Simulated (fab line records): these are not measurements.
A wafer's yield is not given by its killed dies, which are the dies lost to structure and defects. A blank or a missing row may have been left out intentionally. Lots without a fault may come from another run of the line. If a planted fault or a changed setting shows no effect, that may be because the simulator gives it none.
fab line records ; flow nand-harc ; part 1 of 2: steps 1 to 20 of 31
record: lots: 5; wafers: 15; last-day: 24
route steps=1159 shown A_STAIRCASE@539
lots with no fault: from the same line, run without faults
start-h: hours from the record's opening day to when the first of the lot's shown wafers began ; wait-h: hours since the lot's step before ; " unchanged from the row above ; L1.1+2: a row that stands for several wafers ; - value missing, or start not given ; * or withheld: withheld ; < > ~ a bound
route shown NAME@n: NAME is a module with steps in the file, n the number in the route of the first one ; usual: mean and standard deviation over wafers with no fault ; same: alike in all rows ; chamber/n: place in a boat ; sites: each site's reading ; _std_site: the values' standard deviation ; _edge_site: mean of outer sites minus mean of inner sites ; radius-mm: for every site, how far away it sits from the centre of the wafer ; mask NAME#n: copy n ; behind: the tool/chamber that last shaped the wafer ; hold: what put the lot on hold/how long, in hours/how the hold closed ; device: transistor that didn't switch, given as n, p or np ; end of line: the same wafers' tests at the end of the route ; a step without rows: its recipe alone ; killed: dies lost to structure and defects at the first sort, not the wafer's yield ; map: a wafer's dies, marking killed ones x, the rest . and places with no die _
set.NAME: the setting that was run; set.NAME@STEP: the one run at that earlier step ; model.NAME: the simulator's own value behind a step, which no gauge read
certain route steps with their lots: each step a table, each wafer a row
services: from which hour (start-h, from the record's first day; less than 0 if before it) a tool's chamber was out of use, for how many hours, and why
== steps ==
step: NHARC_A_STAIRCASE_COAT_03
recipe: spin-rpm: 1200
lot.wafer;tool;chamber;start-h;wait-h
L082.2+3+6;litho-track-03;0;-;-
L092.1+5+6;litho-track-07;0;-;-
L089.3+5+6;litho-track-03;0;-;-
L088.2+3+5;litho-track-07;0;-;-
L096.1+3+5;litho-track-07;0;-;-
step: NHARC_A_STAIRCASE_SOFTBAKE_04
recipe: temp-c: 135; time-s: 170
lot.wafer;tool;chamber;start-h;wait-h
L082.2+3+6;litho-track-03;0;-;-
L092.1+5+6;litho-track-07;0;-;-
L089.3+5+6;litho-track-03;0;-;-
L088.2+3+5;litho-track-07;0;-;-
L096.1+3+5;litho-track-07;0;-;-
step: NHARC_A_STAIRCASE_EBR_05
lot.wafer;tool;chamber;start-h;wait-h
L082.2+3+6;litho-track-03;0;-;-
L092.1+5+6;litho-track-07;0;-;-
L089.3+5+6;litho-track-03;0;-;-
L088.2+3+5;litho-track-07;0;-;-
L096.1+3+5;litho-track-07;0;-;-
step: NHARC_A_STAIRCASE_EXPOSE_06
recipe: na: 0.5; dose-mj: 25.43; mask-id: STAIR
usual: stage-vel-mm-s: 499.98/0.23
lot.wafer;tool;chamber;start-h;wait-h;mask;stage-vel-mm-s
L082.2;krf-scanner-03;0;292.54;-;STAIR#0;500.11
L082.3;krf-scanner-03;0;292.54;-;STAIR#0;499.99
L082.6;krf-scanner-03;0;292.54;-;STAIR#0;499.90
L092.1;krf-scanner-01;0;331.62;-;STAIR#0;499.94
L092.5;krf-scanner-01;0;331.62;-;STAIR#0;499.64
L092.6;krf-scanner-01;0;331.62;-;STAIR#0;499.68
L089.3;krf-scanner-02;0;339.36;-;STAIR#0;499.99
L089.5;krf-scanner-02;0;339.36;-;STAIR#0;499.78
L089.6;krf-scanner-02;0;339.36;-;STAIR#0;500.07
L088.2;krf-scanner-02;0;342.85;-;STAIR#0;500.69
L088.3;krf-scanner-02;0;342.85;-;STAIR#0;500.39
L088.5;krf-scanner-02;0;342.85;-;STAIR#0;500.33
L096.1;krf-scanner-02;0;362.93;-;STAIR#0;499.68
L096.3;krf-scanner-02;0;362.93;-;STAIR#0;500.35
L096.5;krf-scanner-02;0;362.93;-;STAIR#0;500.07
step: NHARC_A_STAIRCASE_PEB_07
recipe: peb-temp-c: 115; peb-time-s: 130
lot.wafer;tool;chamber;start-h;wait-h
L082.2+3+6;litho-track-03;0;292.60;0.1
L092.1+5+6;litho-track-02;0;331.68;0.1
L089.3+5+6;litho-track-07;0;339.42;0.0
L088.2+3+5;litho-track-07;0;342.91;0.1
L096.1+3+5;litho-track-07;0;363.00;0.1
step: NHARC_A_STAIRCASE_DEVELOP_08
recipe: time-s: 140
lot.wafer;tool;chamber;start-h;wait-h
L082.2+3+6;litho-track-03;0;-;-
L092.1+5+6;litho-track-02;0;-;-
L089.3+5+6;litho-track-07;0;-;-
L088.2+3+5;litho-track-07;0;-;-
L096.1+3+5;litho-track-07;0;-;-
step: NHARC_A_STAIRCASE_HARDBAKE_10
recipe: temp-c: 120; time-s: 140
lot.wafer;tool;chamber;start-h;wait-h
L082.2+3+6;litho-track-02;0;292.83;-
L092.1+5+6;litho-track-03;0;331.90;-
L089.3+5+6;litho-track-03;0;339.64;-
L088.2+3+5;litho-track-07;0;343.14;-
L096.1+3+5;litho-track-07;0;363.23;-
step: NHARC_A_STAIRCASE_DESCUM_11
recipe: time-s: 3; o2-flow-sccm: 200; ar-flow-sccm: 0; bias-power-w: 0; chemistry: O2
usual: drypump-motor-current-A: 5.9/0.44; oes-product-au: 1.002/0.0066; rf-vpp-V: 57.8/0.92; showerhead-plenum-p-Torr: 1.89/0.1; throttle-valve-pct: 11.311/0.009
lot.wafer;tool;chamber;start-h;wait-h;drypump-motor-current-A;oes-product-au;rf-hours-counter-h;rf-vpp-V;showerhead-plenum-p-Torr;throttle-valve-pct
L082.3;rie-diel-03;0;292.92;-;5.2;1.001;28;56.6;1.77;11.315
L082.2;rie-diel-03;2;292.92;-;6.7;0.996;25;58.2;1.90;11.323
L082.6;rie-diel-03;0;292.92;-;5.3;1.000;-;57.5;1.77;11.305
L092.1;rie-diel-11;2;332.00;-;5.4;1.010;50;56.7;1.97;11.325
L092.6;rie-diel-11;1;332.00;-;5.5;1.012;-;58.2;1.84;11.302
L092.5;rie-diel-11;2;332.00;-;5.4;1.006;-;58.6;1.97;11.300
L089.3;rie-diel-04;2;339.75;-;5.6;1.004;13;56.8;1.77;11.323
L089.5;rie-diel-04;2;339.75;-;5.6;1.007;-;57.3;1.77;11.314
L089.6;rie-diel-04;3;339.75;-;6.0;0.987;-;58.7;2.01;11.310
L088.2;rie-diel-11;1;343.22;-;5.5;1.010;53;57.9;1.83;11.312
L088.3;rie-diel-11;2;343.22;-;5.4;0.994;52;56.9;1.97;11.306
L088.5;rie-diel-11;1;343.22;-;5.5;1.006;-;57.7;1.83;11.303
L096.3;rie-diel-04;2;363.32;-;5.6;1.010;23;57.1;1.77;11.309
L096.1;rie-diel-04;1;363.32;-;6.2;1.000;27;57.8;2.07;11.315
L096.5;rie-diel-04;3;363.32;-;6.0;0.992;-;58.4;2.00;11.300
step: NHARC_A_STAIRCASE_TRIM_12
recipe: time-s: 211.2; o2-flow-sccm: 500; ar-flow-sccm: 0; bias-w: 0; chemistry: O2
usual: drypump-motor-current-A: 5.9/0.44; oes-product-au: 1.003/0.0068; rf-vpp-V: 57.7/0.97; showerhead-plenum-p-Torr: 3.51/0.17; throttle-valve-pct: 17.038/0.0077
lot.wafer;tool;chamber;start-h;wait-h;drypump-motor-current-A;oes-product-au;rf-hours-counter-h;rf-vpp-V;showerhead-plenum-p-Torr;throttle-valve-pct
L082.2;rie-diel-03;3;293.13;0.2;6.4;1.011;24;58.1;3.71;17.033
L082.3;rie-diel-03;1;293.13;0.2;6.4;1.008;25;58.1;3.33;17.040
L082.6;rie-diel-03;3;293.13;0.2;6.4;1.004;-;57.6;3.71;17.042
L092.1;rie-diel-11;2;332.08;0.1;5.4;1.002;50;58.0;3.62;17.052
L092.5;rie-diel-11;2;332.08;0.1;5.4;1.010;-;57.3;3.62;17.056
L092.6;rie-diel-11;3;332.08;0.1;5.4;1.008;-;59.2;3.27;17.029
L089.3;rie-diel-04;2;339.88;0.1;5.6;1.006;13;57.3;3.29;17.033
L089.5;rie-diel-04;3;339.88;0.1;6.1;0.992;-;57.4;3.69;17.027
L089.6;rie-diel-04;0;339.88;0.1;6.0;1.007;-;58.5;3.59;17.048
L088.2;rie-diel-11;1;343.32;0.1;5.5;1.001;53;57.7;3.39;17.034
L088.3;rie-diel-11;2;343.32;0.1;5.4;1.004;53;57.6;3.62;17.035
L088.5;rie-diel-11;1;343.32;0.1;5.5;1.005;-;57.2;3.39;17.036
L096.1;rie-diel-04;1;363.41;0.1;6.2;1.010;27;56.6;3.79;17.050
L096.3;rie-diel-04;0;363.41;0.1;6.0;1.017;26;58.0;3.59;17.036
L096.5;rie-diel-04;2;363.41;0.1;5.6;1.007;-;57.0;3.28;17.035
step: NHARC_A_STAIRCASE_ETCH_13
recipe: target-depth-a: 1000; time-s: 40.5; ion-energy-ev: 400; c4f8-flow-sccm: 20; o2-flow-sccm: 10; ar-flow-sccm: withheld; rf-w: 600; bias-w: 1000; chemistry: C4F8/O2
usual: oes-product-au: 0.941/0.013; rf-vpp-V: 895/6.6
lot.wafer;tool;chamber;start-h;wait-h;oes-product-au;rf-hours-counter-h;rf-vpp-V
L082.3;rie-diel-03;0;-;-;0.934;28;887
L082.2;rie-diel-03;1;-;-;0.928;25;889
L082.6;rie-diel-03;0;-;-;0.919;-;886
L092.1;rie-diel-11;1;-;-;0.944;50;893
L092.6;rie-diel-11;1;-;-;0.952;-;890
L092.5;rie-diel-11;2;-;-;0.944;-;901
L089.3;rie-diel-04;2;-;-;0.940;14;886
L089.6;rie-diel-04;3;-;-;0.931;-;903
L089.5;rie-diel-04;0;-;-;0.948;-;898
L088.2;rie-diel-11;1;-;-;0.920;53;890
L088.3;rie-diel-11;0;-;-;0.930;49;898
L088.5;rie-diel-11;1;-;-;0.933;-;890
L096.3;rie-diel-04;1;-;-;0.938;27;906
L096.1;rie-diel-04;3;-;-;0.925;25;901
L096.5;rie-diel-04;2;-;-;0.952;-;887
step: NHARC_A_STAIRCASE_TRIM_14
recipe: time-s: 211.2; o2-flow-sccm: 500; ar-flow-sccm: 0; bias-w: 0; chemistry: O2
usual: drypump-motor-current-A: 5.9/0.44; oes-product-au: 1.003/0.0072; rf-vpp-V: 57.8/0.87; showerhead-plenum-p-Torr: 3.50/0.17; throttle-valve-pct: 17.037/0.0091
lot.wafer;tool;chamber;start-h;wait-h;drypump-motor-current-A;oes-product-au;rf-hours-counter-h;rf-vpp-V;showerhead-plenum-p-Torr;throttle-valve-pct
L082.3;rie-diel-03;3;-;-;6.4;1.006;25;59.7;3.71;17.032
L082.2;rie-diel-03;0;-;-;5.3;0.990;28;57.6;3.28;17.042
L082.6;rie-diel-03;1;-;-;6.4;0.998;-;57.0;3.33;17.050
L092.1;rie-diel-11;1;-;-;5.5;1.009;50;57.2;3.39;17.045
L092.6;rie-diel-11;3;-;-;5.5;0.995;-;58.0;3.27;17.035
L092.5;rie-diel-11;0;-;-;6.5;0.998;-;57.0;3.57;17.036
L089.3;rie-diel-04;0;-;-;6.0;1.014;17;56.7;3.59;17.025
L089.6;rie-diel-04;0;-;-;5.9;1.011;-;57.2;3.59;17.050
L089.5;rie-diel-04;1;-;-;6.2;1.001;-;58.4;3.80;17.029
L088.3;rie-diel-11;2;-;-;5.4;0.999;53;57.9;3.62;17.030
L088.2;rie-diel-11;0;-;-;6.5;1.018;49;57.7;3.57;17.046
L088.5;rie-diel-11;3;-;-;5.4;1.014;-;58.1;3.27;17.027
L096.1;rie-diel-04;0;-;-;6.0;1.003;26;56.8;3.59;17.042
L096.3;rie-diel-04;1;-;-;6.2;0.996;27;58.1;3.79;17.023
L096.5;rie-diel-04;1;-;-;6.2;0.996;-;58.3;3.79;17.034
step: NHARC_A_STAIRCASE_ETCH_15
recipe: target-depth-a: 1000; time-s: 40.5; ion-energy-ev: 400; c4f8-flow-sccm: 20; o2-flow-sccm: 10; ar-flow-sccm: withheld; rf-w: 600; bias-w: 1000; chemistry: C4F8/O2
usual: oes-product-au: 0.944/0.011; rf-vpp-V: 895/6.6
lot.wafer;tool;chamber;start-h;wait-h;oes-product-au;rf-hours-counter-h;rf-vpp-V
L082.2;rie-diel-03;1;-;-;0.925;26;889
L082.3;rie-diel-03;3;-;-;0.934;25;902
L082.6;rie-diel-03;1;-;-;0.931;-;887
L092.1;rie-diel-11;2;-;-;0.954;50;900
L092.5;rie-diel-11;1;-;-;0.961;-;891
L092.6;rie-diel-11;2;-;-;0.956;-;899
L089.3;rie-diel-04;3;-;-;0.934;16;901
L089.5;rie-diel-04;1;-;-;0.939;-;905
L089.6;rie-diel-04;2;-;-;0.936;-;886
L088.2;rie-diel-11;3;-;-;0.939;50;887
L088.3;rie-diel-11;1;-;-;0.935;53;891
L088.5;rie-diel-11;3;-;-;0.934;-;886
L096.1;rie-diel-04;2;-;-;0.955;23;886
L096.3;rie-diel-04;3;-;-;0.940;25;903
L096.5;rie-diel-04;3;-;-;0.943;-;902
step: NHARC_A_STAIRCASE_TRIM_16
recipe: time-s: 211.2; o2-flow-sccm: 500; ar-flow-sccm: 0; bias-w: 0; chemistry: O2
usual: drypump-motor-current-A: 5.9/0.43; oes-product-au: 1.002/0.0072; rf-vpp-V: 57.8/0.87; showerhead-plenum-p-Torr: 3.50/0.18; throttle-valve-pct: 17.036/0.0089
lot.wafer;tool;chamber;start-h;wait-h;drypump-motor-current-A;oes-product-au;rf-hours-counter-h;rf-vpp-V;showerhead-plenum-p-Torr;throttle-valve-pct
L082.3;rie-diel-03;3;-;-;6.4;1.002;25;59.4;3.71;17.032
L082.2;rie-diel-03;0;-;-;5.2;0.983;29;58.1;3.28;17.039
L082.6;rie-diel-03;0;-;-;5.3;1.002;-;56.6;3.28;17.052
L092.1;rie-diel-11;0;-;-;6.6;0.999;47;57.8;3.57;17.041
L092.5;rie-diel-11;2;-;-;5.4;1.004;-;59.3;3.62;17.023
L092.6;rie-diel-11;3;-;-;5.5;0.998;-;58.6;3.27;17.029
L089.3;rie-diel-04;3;-;-;6.0;1.005;16;58.5;3.69;17.024
L089.6;rie-diel-04;0;-;-;5.9;1.013;-;57.1;3.59;17.038
L089.5;rie-diel-04;1;-;-;6.2;1.011;-;58.5;3.80;17.039
L088.3;rie-diel-11;0;-;-;6.5;1.011;49;57.0;3.57;17.045
L088.2;rie-diel-11;2;-;-;5.4;0.998;53;57.6;3.62;17.030
L088.5;rie-diel-11;3;-;-;5.4;1.003;-;57.2;3.27;17.043
L096.1;rie-diel-04;1;-;-;6.2;0.998;28;58.6;3.79;17.025
L096.3;rie-diel-04;3;-;-;6.0;0.984;25;58.6;3.68;17.041
L096.5;rie-diel-04;1;-;-;6.2;0.988;-;59.4;3.79;17.035
step: NHARC_A_STAIRCASE_ETCH_17
recipe: target-depth-a: 1000; time-s: 40.5; ion-energy-ev: 400; c4f8-flow-sccm: 20; o2-flow-sccm: 10; ar-flow-sccm: withheld; rf-w: 600; bias-w: 1000; chemistry: C4F8/O2
usual: oes-product-au: 0.944/0.01; rf-vpp-V: 895/6.4
lot.wafer;tool;chamber;start-h;wait-h;oes-product-au;rf-hours-counter-h;rf-vpp-V
L082.3;rie-diel-03;3;-;-;0.928;25;901
L082.2;rie-diel-03;0;-;-;0.933;29;887
L082.6;rie-diel-03;0;-;-;0.925;-;886
L092.1;rie-diel-11;2;-;-;0.952;50;898
L092.5;rie-diel-11;1;-;-;0.964;-;892
L092.6;rie-diel-11;2;-;-;0.950;-;898
L089.3;rie-diel-04;3;-;-;0.942;16;901
L089.5;rie-diel-04;3;-;-;0.947;-;902
L089.6;rie-diel-04;0;-;-;0.933;-;896
L088.2;rie-diel-11;3;-;-;0.939;50;886
L088.3;rie-diel-11;0;-;-;0.934;50;897
L088.5;rie-diel-11;2;-;-;0.937;-;900
L096.1;rie-diel-04;0;-;-;0.958;27;898
L096.3;rie-diel-04;2;-;-;0.958;23;887
L096.5;rie-diel-04;1;-;-;0.935;-;906
step: NHARC_A_STAIRCASE_TRIM_18
recipe: time-s: 211.2; o2-flow-sccm: 500; ar-flow-sccm: 0; bias-w: 0; chemistry: O2
usual: drypump-motor-current-A: 5.9/0.44; oes-product-au: 1.001/0.0076; rf-vpp-V: 57.8/0.9; showerhead-plenum-p-Torr: 3.51/0.17; throttle-valve-pct: 17.037/0.0087
lot.wafer;tool;chamber;start-h;wait-h;drypump-motor-current-A;oes-product-au;rf-hours-counter-h;rf-vpp-V;showerhead-plenum-p-Torr;throttle-valve-pct
L082.2;rie-diel-03;1;-;-;6.3;0.991;26;58.3;3.33;17.045
L082.3;rie-diel-03;0;-;-;5.2;1.000;29;58.2;3.28;17.037
L082.6;rie-diel-03;2;-;-;6.7;0.998;-;58.1;3.50;17.037
L092.1;rie-diel-11;0;-;-;6.6;1.014;47;58.0;3.57;17.033
L092.5;rie-diel-11;1;-;-;5.5;1.002;-;56.9;3.39;17.026
L092.6;rie-diel-11;2;-;-;5.4;0.999;-;58.3;3.62;17.039
L089.3;rie-diel-04;0;-;-;6.0;1.005;18;58.5;3.59;17.039
L089.6;rie-diel-04;0;-;-;6.0;1.006;-;57.7;3.59;17.036
L089.5;rie-diel-04;1;-;-;6.2;0.994;-;57.5;3.80;17.036
L088.2;rie-diel-11;1;-;-;5.5;0.995;53;57.9;3.39;17.045
L088.3;rie-diel-11;3;-;-;5.4;1.002;50;57.0;3.27;17.035
L088.5;rie-diel-11;1;-;-;5.5;0.996;-;57.1;3.39;17.035
L096.1;rie-diel-04;0;-;-;6.0;1.003;27;56.9;3.59;17.041
L096.3;rie-diel-04;1;-;-;6.2;0.990;28;59.9;3.79;17.026
L096.5;rie-diel-04;2;-;-;5.6;1.001;-;57.6;3.28;17.045
step: NHARC_A_STAIRCASE_ETCH_19
recipe: target-depth-a: 1000; time-s: 40.5; ion-energy-ev: 400; c4f8-flow-sccm: 20; o2-flow-sccm: 10; ar-flow-sccm: withheld; rf-w: 600; bias-w: 1000; chemistry: C4F8/O2
usual: oes-product-au: 0.940/0.0092; rf-vpp-V: 894/6.6
lot.wafer;tool;chamber;start-h;wait-h;oes-product-au;rf-hours-counter-h;rf-vpp-V
L082.3;rie-diel-03;1;-;-;0.919;26;890
L082.2;rie-diel-03;2;-;-;0.936;26;896
L082.6;rie-diel-03;0;-;-;0.922;-;887
L092.1;rie-diel-11;0;-;-;0.954;47;896
L092.5;rie-diel-11;2;-;-;0.948;-;899
L092.6;rie-diel-11;3;-;-;0.949;-;887
L089.3;rie-diel-04;0;-;-;0.937;18;897
L089.5;rie-diel-04;2;-;-;0.932;-;888
L089.6;rie-diel-04;3;-;-;0.934;-;902
L088.3;rie-diel-11;3;-;-;0.942;50;885
L088.2;rie-diel-11;0;-;-;0.945;50;895
L088.5;rie-diel-11;2;-;-;0.935;-;901
L096.1;rie-diel-04;2;-;-;0.941;24;885
L096.3;rie-diel-04;0;-;-;0.943;27;898
L096.5;rie-diel-04;2;-;-;0.929;-;887
step: NHARC_A_STAIRCASE_TRIM_20
recipe: time-s: 211.2; o2-flow-sccm: 500; ar-flow-sccm: 0; bias-w: 0; chemistry: O2
usual: drypump-motor-current-A: 5.8/0.47; oes-product-au: 1.002/0.007; rf-vpp-V: 57.8/0.91; showerhead-plenum-p-Torr: 3.48/0.16; throttle-valve-pct: 17.036/0.0095
lot.wafer;tool;chamber;start-h;wait-h;drypump-motor-current-A;oes-product-au;rf-hours-counter-h;rf-vpp-V;showerhead-plenum-p-Torr;throttle-valve-pct
L082.3;rie-diel-11;2;294.89;0.1;5.4;0.984;36;58.0;3.63;17.035
L082.2;rie-diel-11;0;294.89;0.1;6.5;1.005;33;57.2;3.58;17.035
L082.6;rie-diel-11;1;294.89;0.1;5.5;1.013;-;58.8;3.40;17.019
L092.1;rie-diel-11;1;333.15;0.1;5.5;1.006;50;57.5;3.39;17.031
L092.6;rie-diel-11;3;333.15;0.1;5.4;1.007;-;56.6;3.27;17.034
L092.5;rie-diel-11;0;333.15;0.1;6.5;1.002;-;57.6;3.57;17.043
L089.3;rie-diel-11;3;341.12;0.1;5.5;1.000;49;57.4;3.27;17.047
L089.6;rie-diel-11;3;341.12;0.1;5.4;1.004;-;57.7;3.27;17.037
L089.5;rie-diel-11;0;341.12;0.1;6.5;1.002;-;57.7;3.57;17.036
L088.2;rie-diel-11;3;344.37;0.1;5.4;1.007;50;56.9;3.27;17.026
L088.3;rie-diel-11;0;344.37;0.1;6.6;1.010;50;56.8;3.57;17.028
L088.5;rie-diel-11;1;344.37;0.1;5.5;0.996;-;59.3;3.39;17.059
L096.1;rie-diel-04;1;364.63;0.1;6.1;0.999;28;57.9;3.79;17.043
L096.3;rie-diel-04;2;364.63;0.1;5.6;1.001;24;56.8;3.28;17.047
L096.5;rie-diel-04;0;364.63;0.1;5.9;1.003;-;58.2;3.59;17.026
step: NHARC_A_STAIRCASE_ETCH_21
recipe: target-depth-a: 1000; time-s: 40.5; ion-energy-ev: 400; c4f8-flow-sccm: 20; o2-flow-sccm: 10; ar-flow-sccm: withheld; rf-w: 600; bias-w: 1000; chemistry: C4F8/O2
usual: oes-product-au: 0.946/0.016; rf-vpp-V: 894/6.1
lot.wafer;tool;chamber;start-h;wait-h;oes-product-au;rf-hours-counter-h;rf-vpp-V
L082.3;rie-diel-11;1;-;-;0.973;35;890
L082.2;rie-diel-11;2;-;-;0.966;36;899
L082.6;rie-diel-11;1;-;-;0.971;-;893
L092.1;rie-diel-11;3;-;-;0.950;48;886
L092.5;rie-diel-11;0;-;-;0.958;-;897
L092.6;rie-diel-11;1;-;-;0.949;-;890
L089.3;rie-diel-11;3;-;-;0.942;49;886
L089.5;rie-diel-11;2;-;-;0.968;-;900
L089.6;rie-diel-11;3;-;-;0.935;-;885
L088.2;rie-diel-11;1;-;-;0.942;53;891
L088.3;rie-diel-11;2;-;-;0.938;53;900
L088.5;rie-diel-11;2;-;-;0.940;-;900
L096.3;rie-diel-04;3;-;-;0.935;26;903
L096.1;rie-diel-04;0;-;-;0.941;27;897
L096.5;rie-diel-04;2;-;-;0.959;-;888
step: NHARC_A_STAIRCASE_TRIM_22
recipe: time-s: 211.2; o2-flow-sccm: 500; ar-flow-sccm: 0; bias-w: 0; chemistry: O2
usual: drypump-motor-current-A: 5.9/0.47; oes-product-au: 1.002/0.0071; rf-vpp-V: 57.6/0.89; showerhead-plenum-p-Torr: 3.48/0.16; throttle-valve-pct: 17.037/0.0095
lot.wafer;tool;chamber;start-h;wait-h;drypump-motor-current-A;oes-product-au;rf-hours-counter-h;rf-vpp-V;showerhead-plenum-p-Torr;throttle-valve-pct
L082.3;rie-diel-11;3;-;-;5.5;1.011;33;56.6;3.28;17.051
L082.2;rie-diel-11;0;-;-;6.5;1.012;33;57.5;3.58;17.031
L082.6;rie-diel-11;3;-;-;5.4;1.015;-;57.4;3.28;17.029
L092.1;rie-diel-11;0;-;-;6.6;1.003;47;57.2;3.57;17.027
L092.5;rie-diel-11;3;-;-;5.5;1.010;-;57.7;3.27;17.047
L092.6;rie-diel-11;0;-;-;6.6;1.005;-;58.1;3.57;17.049
L089.3;rie-diel-11;0;-;-;6.5;1.001;49;58.7;3.57;17.053
L089.6;rie-diel-11;1;-;-;5.5;0.999;-;58.0;3.39;17.047
L089.5;rie-diel-11;2;-;-;5.4;1.011;-;57.0;3.62;17.036
L088.3;rie-diel-11;0;-;-;6.6;1.000;50;56.8;3.57;17.051
L088.2;rie-diel-11;3;-;-;5.4;1.011;50;57.3;3.27;17.041
L088.5;rie-diel-11;0;-;-;6.6;1.002;-;56.6;3.57;17.046
L096.3;rie-diel-04;2;-;-;5.6;1.009;24;58.6;3.28;17.026
L096.1;rie-diel-04;0;-;-;6.0;1.007;27;56.5;3.59;17.025
L096.5;rie-diel-04;1;-;-;6.2;0.997;-;57.3;3.79;17.043
step: NHARC_A_STAIRCASE_ETCH_23
recipe: target-depth-a: 1000; time-s: 40.5; ion-energy-ev: 400; c4f8-flow-sccm: 20; o2-flow-sccm: 10; ar-flow-sccm: withheld; rf-w: 600; bias-w: 1000; chemistry: C4F8/O2
usual: oes-product-au: 0.946/0.012; rf-vpp-V: 894/6.2
lot.wafer;tool;chamber;start-h;wait-h;oes-product-au;rf-hours-counter-h;rf-vpp-V
L082.2;rie-diel-11;3;-;-;0.966;33;886
L082.3;rie-diel-11;0;-;-;0.983;33;899
L082.6;rie-diel-11;3;-;-;0.964;-;886
L092.1;rie-diel-11;0;-;-;0.944;47;898
L092.6;rie-diel-11;1;-;-;0.955;-;892
L092.5;rie-diel-11;2;-;-;0.954;-;899
L089.3;rie-diel-11;0;-;-;0.946;49;898
L089.5;rie-diel-11;1;-;-;0.931;-;891
L089.6;rie-diel-11;2;-;-;0.935;-;900
L088.2;rie-diel-11;3;-;-;0.955;50;885
L088.3;rie-diel-11;0;-;-;0.951;50;897
L088.5;rie-diel-11;0;-;-;0.953;-;898
L096.1;rie-diel-04;3;-;-;0.930;26;901
L096.3;rie-diel-04;1;-;-;0.949;28;904
L096.5;rie-diel-04;3;-;-;0.920;-;903
